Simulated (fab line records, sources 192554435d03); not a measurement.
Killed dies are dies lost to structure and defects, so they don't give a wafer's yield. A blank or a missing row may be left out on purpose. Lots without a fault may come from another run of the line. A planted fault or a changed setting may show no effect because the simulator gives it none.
Split-lot experiment | flow n5_finfet | 7 lots, 21 wafers read, on a route of 1938 steps

THE SPLIT
At N5_BEOL_M11_ETCH_62 (etches SOC in N2/H2, target depth 110 nm, overetch 22 nm, time 165 s), the setting time_s was moved away from the recipe's 165 s on 3 of the 21 wafers read, by +12.0% to +18.6%. The other wafers ran this setting at the recipe's value.

FROM THE SPLIT TO THE READING: what the file shows between them, 2 steps
- N5_BEOL_M11_STRIP_68: strips in N2/H2
- N5_BEOL_M11_STRIP_67: strips in CF4

THE READING
etch.depth_nm (the simulator's own value, which no gauge read), in nm, at N5_BEOL_M11_HM_OPEN_17 (chemistry Cl2/BCl3, target TiN, target depth 20 nm, overetch 6 nm). The file gives no usual value for it. The 18 wafers here that ran the recipe average 19.98 nm, standard deviation 0.37 nm.

wafer  | tool, chamber at the split | time_s as run, s | against the recipe | etch.depth_nm, nm | against lot-mates on the recipe
L077.2 | rie_diel-02, 1             | 184.8            | +12.0%             | 18.08             | -1.61
L077.3 | rie_diel-02, 0,2           | 165              | recipe             | 19.87             | -
L077.5 | rie_diel-02, 0,2           | 165              | recipe             | 19.5              | -
L078.2 | rie_diel-04, 1,2,0         | 165              | recipe             | 19.39             | -
L078.3 | rie_diel-04, 1,2,0         | 165              | recipe             | 19.68             | -
L078.5 | rie_diel-04, 1,2,0         | 165              | recipe             | 20.01             | -
L080.2 | rie_diel-04, 2             | 165              | recipe             | 20.2              | -
L080.3 | rie_diel-04, 1,2           | 195.7            | +18.6%             | 17.22             | -2.98
L080.4 | rie_diel-04, 1,2           | 195.7            | +18.6%             | 16.77             | -3.43
L079.3 | rie_diel-06, 3,2,3         | 165              | recipe             | 19.79             | -
L079.4 | rie_diel-06, 3,2,3         | 165              | recipe             | 20.41             | -
L079.6 | rie_diel-06, 3,2,3         | 165              | recipe             | 19.95             | -
L086.1 | rie_diel-02, 3,1,2         | 165              | recipe             | 20.11             | -
L086.2 | rie_diel-02, 3,1,2         | 165              | recipe             | 19.9              | -
L086.3 | rie_diel-02, 3,1,2         | 165              | recipe             | 20.89             | -
L090.3 | rie_diel-04, 1,0,3         | 165              | recipe             | 20.32             | -
L090.5 | rie_diel-04, 1,0,3         | 165              | recipe             | 19.98             | -
L090.6 | rie_diel-04, 1,0,3         | 165              | recipe             | 20.48             | -
L091.1 | rie_diel-02, 1,2,0         | 165              | recipe             | 19.46             | -
L091.4 | rie_diel-02, 1,2,0         | 165              | recipe             | 19.71             | -
L091.6 | rie_diel-02, 1,2,0         | 165              | recipe             | 19.98             | -
Where a row lists several chambers, the file gives one row for several wafers and doesn't say which wafer went through which chamber.

THE FIT
A straight line over all 21 wafers: etch.depth_nm changes by -0.16 nm for each +1% of time_s; r = -0.94; the points scatter about the line by 0.37 nm.
The same after taking each lot's own level away (the mean of its wafers on the recipe; 21 wafers): -0.166 nm for each +1%; r = -0.96; scatter 0.29 nm.
On that fit, the largest move of time_s shifts the reading by 3.1 nm.
The lots' own levels span 19.685 to 20.300 nm, that is 1.6 times the standard deviation above.
So the lot-to-lot level changes the slope little: the two slopes agree.
Check: with one of the wafers moved furthest among these (+18.6%) left out of the fit, the line predicts -3.15 nm for it against its lot-mates. It came out at -2.98 nm against them.

THE FILE'S OWN FIT
etch.depth_nm changes by -0.161 nm for each +1% of time_s, r = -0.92.
